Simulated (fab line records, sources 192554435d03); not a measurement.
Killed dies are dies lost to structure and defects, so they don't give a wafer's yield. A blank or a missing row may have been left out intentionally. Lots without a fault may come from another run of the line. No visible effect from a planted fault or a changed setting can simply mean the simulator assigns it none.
Matching of chambers | flow n5_finfet | pecvd-03 running N5_BEOL_M7_DEP_56: 3 sister chambers
The step deposits SiCN from 3MS/NH3, target thk 10 nm, time 17.5 s. 6 wafers are shown with their chamber, then 7 later ones without.

## WAFERS, EACH WITH ITS CHAMBER
wafer  | chamber | showerhead_plenum_p_Torr (Torr) | throttle_valve_pct (%)
L074.1 | 0       | 3.632                           | 8.8
L082.1 | 2       | 3.674                           | 8.4
L082.5 | 1       | 3.641                           | 8.7
L082.6 | 0       | 3.640                           | 9.1
L085.4 | 1       | 3.641                           | 8.9
L085.5 | 2       | 3.680                           | 8.3

## WAFERS WHOSE CHAMBER IS MISSING
wafer  | showerhead_plenum_p_Torr (Torr) | throttle_valve_pct (%)
L085.6 | 3.640                           | 9.0
L095.2 | 3.686                           | 8.4
L095.5 | 3.643                           | 9.4
L095.6 | 3.684                           | 8.4
L096.2 | 3.676                           | 8.4
L096.3 | 3.669                           | 8.3
L096.5 | 3.673                           | 8.3

## WHICH CHAMBER EACH WENT THROUGH
wafer  | from the rows above     | in truth
L085.6 | can't be placed: 0 or 1 | 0
L095.2 | 2                       | 2
L095.5 | can't be placed: 0 or 1 | 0
L095.6 | 2                       | 2
L096.2 | 2                       | 2
L096.3 | 2                       | 2
L096.5 | 2                       | 2
5 of 7 placed correctly. Can't be placed from these rows: 2 (the true chamber is among the candidates in 2). Placed wrongly: 0.
How it was worked out, from the rows above alone: a wafer's distance from a chamber is the root of the sum, over the readings, of the square of ((its reading less the chamber's mean) divided by the reading's scatter). If the next closest chamber is less than 2 further off than the closest, the wafer can't be placed; otherwise it belongs to the closest. For every chamber, the mean is computed from those of its wafers that are shown. The scatter: the root of (the sum of the squares of (reading less its chamber's mean) over the shown wafers, divided by (wafers less chambers)).
